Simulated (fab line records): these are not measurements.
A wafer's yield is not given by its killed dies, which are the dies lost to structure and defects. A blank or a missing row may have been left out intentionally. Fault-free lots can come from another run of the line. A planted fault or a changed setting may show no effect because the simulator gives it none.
2 desks, one fault / flow n5-finfet / each desk has only its own numbers; what lay behind them comes last

## THE METROLOGY DESK
What the gauges read for every lot (on any tool): the sampled wafers with a number, averaged. The brackets show how far a lot's mean lies from the usual mean; more than 4 standard deviations puts the lot out of limits, marked OUT.
Columns: A = PAD_OVL at N5_PASSIVATION_OVL_MEAS_63, usual 0 nm; B = cd-nm at N5_PASSIVATION_CD_MEAS_44, usual 40000 nm
lot=L532; first seen here=day 11 06:29; A=4; B=39999
lot=L531; first seen here=day 11 13:03; A=-3; B=39996
lot=L535; first seen here=day 12 06:22; A=1; B=40000
lot=L534; first seen here=day 12 09:34; A=3; B=39999
lot=L544; first seen here=day 17 20:35; A=6; B=40021 (+6.6) OUT
lot=L543; first seen here=day 17 21:23; A=-7; B=40030 (+9.3) OUT
lot=L550; first seen here=day 18 22:07; A=-1; B=40002
lot=L551; first seen here=day 19 01:32; A=0; B=40004
lot=L554; first seen here=day 19 21:18; A=5; B=40001
lot=L549; first seen here=day 20 07:08; A=1; B=40004
This desk's finding: out of limits on L543, L544; first on L544, day 17 22:20 (cd-nm at N5_PASSIVATION_CD_MEAS_44). L532, L531, L535, L534, L550, L551, L554, L549: within limits.

## DESK OF THE TOOL OWNER: krf-scanner-02
The tool's own readings at N5_PASSIVATION_EXPOSE_41 (exposes mask PASS OPEN, defocus 0 nm, target cd 40000 nm): means of the sampled wafers that have a number, for each lot that ran on this tool. The brackets show how far a lot's mean lies from the usual mean; more than 4 standard deviations puts the lot out of limits, marked OUT.
Columns: A = exposure-dose-mJ-cm2 at N5_PASSIVATION_EXPOSE_41, usual 57.26
lot=L535; first seen here=day 12 07:53; A=57.27
lot=L534; first seen here=day 12 11:06; A=57.25
lot=L544; first seen here=day 17 22:09; A=61.49 (+78) OUT
lot=L543; first seen here=day 17 22:55; A=61.40 (+77) OUT
This desk's finding: out of limits on L543, L544; first on L544, day 17 22:09 (exposure-dose-mJ-cm2 at N5_PASSIVATION_EXPOSE_41). L535, L534: within limits.

## TAKEN TOGETHER
An alarm could have come from the tool owner's desk at day 17 22:09, on L543, L544.
At day 17 22:20 the metrology desk could have sounded an alarm, on L543, L544.
All the named lots went through N5_PASSIVATION_EXPOSE_41 on krf-scanner-02.

## WHAT HAD BEEN PUT IN BY THE SIMULATOR
Process parameter drift: krf-scanner-02, from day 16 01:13 on, at N5_PASSIVATION_EXPOSE_41. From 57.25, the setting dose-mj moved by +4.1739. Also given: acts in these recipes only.
Shown lots that were struck: L543, L544.
Time in hours from fault onset to the first out-of-limits reading at each desk: tool owner's desk 45, metrology desk 45.
